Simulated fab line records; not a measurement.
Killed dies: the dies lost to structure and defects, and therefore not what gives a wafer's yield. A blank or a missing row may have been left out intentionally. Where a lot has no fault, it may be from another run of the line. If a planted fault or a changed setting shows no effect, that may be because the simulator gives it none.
8D (eight disciplines) problem report, filled in by code -- flow nandHarc -- the parts of the form that need people (team, actions taken, sign-off) are left out

1. THE ISSUE
thkNm at NHARC_A_SGD_CUT_THK_MEAS_22 reads a mean of 129.8 nm on 4 wafers of 3 lots; wafers without a fault read 148.1 nm with a standard deviation of 1.3. That is -14 standard deviations from the usual mean.
The step: measures by ellipsometry.
Earliest sighting: wafer L158.3 on filmMetro-01 at day 16 05:07. The record holds 37 wafers of 13 lots with a number at this step. Rule for "out", or "out of limits": more than 4 standard deviations from the usual mean. Any other wafer with a number is counted as sound.

2. WHAT IT IS, AND WHAT IT ISN'T
question,is,is not
which readings at this step,thkNm,-
which lots,"L158, L162, L165","L152, L153, L155, L156, L157, L159, L168, L169, L170, L172"
which wafers of those lots,"L158.3, L162.3, L165.3, L165.5","L158.1, L162.2, L162.4"
read on which gauges,"filmMetro-01, filmMetro-02",-
when,from day 16 05:07,"up to then (19 sound wafers); but 14 sound wafers of L162, L168, L169, L170, L172 came after"

3. THE SUSPECTS, EACH WITH WHAT RULES IT OUT
Counting: if a tool at a process step up to the reading ran every lot that is out, it stays a suspect. Sound lots after the first of them don't rule it out here, since some wafers of a struck lot are sound.
- the gauge at NHARC_A_SGD_CUT_THK_MEAS_22 has been ruled out. 2 gauges (filmMetro-01, filmMetro-02) read the wafers that are out.
- fcvd-02 at NHARC_A_SGD_CUT_DEP_20 (deposits SiO2, target thk 150 nm): kept. It processed each lot that is out (first: L158, day 15 23:26); up to then, its last sound lot is L156 (day 14 18:14).
The count leaves fcvd-02 at NHARC_A_SGD_CUT_DEP_20.

4. THE CAUSE (what the simulator had put in)
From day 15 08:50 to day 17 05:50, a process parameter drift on fcvd-02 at NHARC_A_SGD_CUT_DEP_20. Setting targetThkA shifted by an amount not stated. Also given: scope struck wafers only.
The count eliminated every tool but this one.

5. THE EFFECT CHAIN, in route order
Rows list readings where the struck wafers' mean (over those with a number) sits beyond 3 standard deviations from the usual. Only readings whose record carries a usual standard deviation are examined. hours: median over the lots of the time between each lot's start at the first step of this table that gives one and its start at this step. sigmas: the change, counted in usual standard deviations.
hours,step,reading,usual,on struck wafers,change,sigmas
0,NHARC_A_SGD_CUT_THK_MEAS_22,thkNm,148.1 nm,129.8,-18.3,-14
At these later measuring or inspecting steps, every struck wafer for which the step has a row has a number for every such reading, and none has moved that far: NHARC_A_SGD_CUT_INSPECT_25.

6. WHAT WOULD HAVE CAUGHT IT SOONER
20 hours passed between the start of the fault at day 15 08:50 and the first reading out of limits at a measuring or inspecting step in this record, taken at day 16 05:07.
Of the tool readings at NHARC_A_SGD_CUT_DEP_20 for which the record gives a usual standard deviation, none was out on any struck wafer, so an alarm limit of 4 standard deviations on them would not have fired.
Lots out: 3; of these, L162, L165 started NHARC_A_SGD_CUT_DEP_20 on fcvd-02 after day 16 05:07. A hold on the tool at that time would have spared those 2.
